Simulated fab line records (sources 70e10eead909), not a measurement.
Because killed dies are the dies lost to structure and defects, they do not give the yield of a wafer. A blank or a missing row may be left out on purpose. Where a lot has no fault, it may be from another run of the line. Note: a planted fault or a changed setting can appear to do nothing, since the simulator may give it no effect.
Matching of chambers || flow nandHarc || NHARC_P_M0_DEP_00 on pecvd-02 has 3 sister chambers
The step deposits SiOC, target thk 150 nm. 16 wafers are shown with their chamber, then 8 later ones without.

== EACH WAFER AND ITS CHAMBER ==
{"wafer": "L299.1", "chamber": 0, "chamberPressureTorr (Torr)": 4.988}
{"wafer": "L299.4", "chamber": 0, "chamberPressureTorr (Torr)": 4.999}
{"wafer": "L299.6", "chamber": 1, "chamberPressureTorr (Torr)": 4.999}
{"wafer": "L300.3", "chamber": 0, "chamberPressureTorr (Torr)": 4.996}
{"wafer": "L300.5", "chamber": 0, "chamberPressureTorr (Torr)": 4.991}
{"wafer": "L300.6", "chamber": 2, "chamberPressureTorr (Torr)": 5.007}
{"wafer": "L302.1", "chamber": 1, "chamberPressureTorr (Torr)": 5.000}
{"wafer": "L302.2", "chamber": 2, "chamberPressureTorr (Torr)": 5.002}
{"wafer": "L302.5", "chamber": 1, "chamberPressureTorr (Torr)": 4.980}
{"wafer": "L303.1", "chamber": 1, "chamberPressureTorr (Torr)": 4.999}
{"wafer": "L303.2", "chamber": 2, "chamberPressureTorr (Torr)": 5.007}
{"wafer": "L303.3", "chamber": 0, "chamberPressureTorr (Torr)": 5.005}
{"wafer": "L317.2", "chamber": 1, "chamberPressureTorr (Torr)": 4.989}
{"wafer": "L317.3", "chamber": 2, "chamberPressureTorr (Torr)": 5.001}
{"wafer": "L317.5", "chamber": 1, "chamberPressureTorr (Torr)": 4.992}
{"wafer": "L318.1", "chamber": 1, "chamberPressureTorr (Torr)": 4.982}

SIGNATURES (means of the wafers above)
{"reading": "chamberPressureTorr", "chamber 0": 4.99580, "chamber 1": 4.99157, "chamber 2": 5.00425, "scatter within a chamber": 0.00692}
Rule: a wafer lies at a distance from a chamber equal to the root of the sum of squares, over the readings, of (its reading less the chamber's mean, divided by the reading's scatter). The wafer belongs to the nearest chamber; if the next one is less than 2 further off, it can't be placed. The scatter is the square root of a quotient: the sum, over the shown wafers, of each reading's squared deviation from its chamber's mean, divided by wafers minus chambers.

== WAFERS WITHOUT THEIR CHAMBER ==
{"wafer": "L318.3", "chamberPressureTorr (Torr)": 5.018}
{"wafer": "L318.5", "chamberPressureTorr (Torr)": 4.986}
{"wafer": "L319.3", "chamberPressureTorr (Torr)": 4.998}
{"wafer": "L319.5", "chamberPressureTorr (Torr)": 5.001}
{"wafer": "L319.6", "chamberPressureTorr (Torr)": 5.012}
{"wafer": "L320.1", "chamberPressureTorr (Torr)": 5.006}
{"wafer": "L320.5", "chamberPressureTorr (Torr)": 4.992}
{"wafer": "L320.6", "chamberPressureTorr (Torr)": 4.994}

== WHICH CHAMBER EACH WENT THROUGH ==
{"wafer": "L318.3", "from the rows above": "can't be placed: 2 or 0 or 1", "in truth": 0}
{"wafer": "L318.5", "from the rows above": "can't be placed: 1 or 0 or 2", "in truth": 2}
{"wafer": "L319.3", "from the rows above": "can't be placed: 0 or 2 or 1", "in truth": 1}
{"wafer": "L319.5", "from the rows above": "can't be placed: 2 or 0 or 1", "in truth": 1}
{"wafer": "L319.6", "from the rows above": "can't be placed: 2 or 0 or 1", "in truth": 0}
{"wafer": "L320.1", "from the rows above": "can't be placed: 2 or 0 or 1", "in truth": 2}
{"wafer": "L320.5", "from the rows above": "can't be placed: 1 or 0 or 2", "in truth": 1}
{"wafer": "L320.6", "from the rows above": "can't be placed: 0 or 1 or 2", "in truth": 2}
Placed correctly: 0 of 8. Can't be placed from these rows: 8 (the true chamber is among the candidates in 8). Number placed wrongly: 0.
